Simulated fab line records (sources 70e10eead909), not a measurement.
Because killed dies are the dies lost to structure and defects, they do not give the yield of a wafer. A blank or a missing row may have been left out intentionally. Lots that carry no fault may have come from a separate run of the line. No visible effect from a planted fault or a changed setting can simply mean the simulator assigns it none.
Shared-tool check	flow nand_harc	Sample size 11 lots and 33 wafers

WHY THIS WAS OPENED
On 2 of the 11 lots, a flag is raised at NHARC_P_M2_OVL_MEAS_10 on the reading overlay_x_nm. Wafers without a fault read 0.1 nm, standard deviation 0.79.
Rule: a lot gets a flag if all its wafers with a number sit over 4 standard deviations from that mean, or if no wafer of it has a number. The other lots count as sound.

lot	measured	on	overlay_x_nm (nm), wafer by wafer	flag
L336	day 6 10:52	overlay-01	-0.6 -0.1 -0.7	
L337	day 7 04:24	overlay-01	0.8 0.7 0.0	
L338	day 7 14:02	overlay-01	-0.2 0.1 0.7	
L339	day 7 16:44	overlay-02	-0.3 -0.2 -0.1	
L345	day 10 06:00	overlay-02	41.4 40.5 40.7	FLAGGED
L348	day 11 08:11	overlay-01	0.3 -0.6 -0.3	
L349	day 11 19:17	overlay-01	41.7 42.0 41.1	FLAGGED
L352	day 13 12:32	overlay-01	-1.1 -0.2 -1.0	
L353	day 13 16:11	overlay-02	0.0 -0.3 0.2	
L358	day 15 21:10	overlay-01	1.2 1.2 1.7	
L359	day 16 09:36	overlay-01	1.1 0.2 1.0	
Average over the flagged lots: 41.2 nm; offset from the usual +41.1 nm, equal to +52 standard deviations.

TOOL THAT RAN EACH LOT
2 process steps preceding the reading are held in the record, out of 1302 steps in the route. Cell contents, in order: the tool; ch with the chambers the sampled wafers went through; the start.
lot	flag	NHARC_P_M1_ETCH_28	NHARC_P_M2_EXPOSE_06
L336		rie_diel-03 ch 0,1,3, day 6 10:39 or earlier	arfi_scanner-01 ch 0, day 6 10:39
L337		rie_diel-06 ch 2,3, day 7 04:10 or earlier	arfi_scanner-03 ch 0, day 7 04:10
L338		rie_diel-03 ch 1,3, day 7 13:49 or earlier	arfi_scanner-03 ch 0, day 7 13:49
L339		rie_diel-06 ch 0,1,2, day 7 16:31 or earlier	arfi_scanner-01 ch 0, day 7 16:31
L345	FLAGGED	rie_diel-03 ch 0,2,3, day 10 05:47 or earlier	arfi_scanner-01 ch 0, day 10 05:47
L348		rie_diel-06 ch 0,1,3, day 11 07:58 or earlier	arfi_scanner-02 ch 0, day 11 07:58
L349	FLAGGED	rie_diel-06 ch 0,1,3, day 11 19:04 or earlier	arfi_scanner-01 ch 0, day 11 19:04
L352		rie_diel-03 ch 0,3, day 13 12:19 or earlier	arfi_scanner-02 ch 0, day 13 12:19
L353		rie_diel-06 ch 0,1,3, day 13 15:57 or earlier	arfi_scanner-02 ch 0, day 13 15:57
L358		rie_diel-03 ch 0,3, day 15 20:56 or earlier	arfi_scanner-02 ch 0, day 15 20:56
L359		rie_diel-03 ch 0,2,3, day 16 09:22 or earlier	arfi_scanner-03 ch 0, day 16 09:22
What these steps do:
- NHARC_P_M1_ETCH_28: etches the open film in CF4/N2, target depth 30 nm, time 72.99 s.
- NHARC_P_M2_EXPOSE_06: exposes mask P M2, target cd 170 nm.
- NHARC_P_M2_OVL_MEAS_10: pitch 340 nm.

FLAGGED AGAINST TOTAL, ONE TOOL AT A TIME (gauges that did the reading follow at the end)
step	tool	lots run	flagged	share of the flagged lots	sound lots run after its first flagged lot
NHARC_P_M1_ETCH_28	rie_diel-03	6	1	some	3 (L352,L358,L359)
NHARC_P_M1_ETCH_28	rie_diel-06	5	1	some	1 (L353)
NHARC_P_M2_EXPOSE_06	arfi_scanner-01	4	2	all	0
NHARC_P_M2_EXPOSE_06	arfi_scanner-02	4	0	none	-
NHARC_P_M2_EXPOSE_06	arfi_scanner-03	3	0	none	-
NHARC_P_M2_OVL_MEAS_10	overlay-01	8	1	some	3 (L352,L358,L359)
NHARC_P_M2_OVL_MEAS_10	overlay-02	3	1	some	1 (L353)
NHARC_P_M1_ETCH_28 gives no start for some lots, so the hours and the order of its lots are those of NHARC_P_M2_EXPOSE_06.

WHAT THE TABLE ALLOWS
1 row of the table ran every flagged lot: arfi_scanner-01 at NHARC_P_M2_EXPOSE_06.
- arfi_scanner-01 at NHARC_P_M2_EXPOSE_06 ran 4 lots, 2 of them flagged. Its last sound lot is L339 (day 7 16:31), its first flagged lot L345 (day 10 05:47): a fault that began between those two fits.
One tool is left: arfi_scanner-01 at NHARC_P_M2_EXPOSE_06.

WHAT THE SIMULATOR HAD PUT IN
Scanner matching overlay: arfi_scanner-01, from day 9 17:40 on, at NHARC_P_M2_EXPOSE_06. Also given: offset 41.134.
Lots struck among those shown: L345, L349. The rule above reached the same finding.
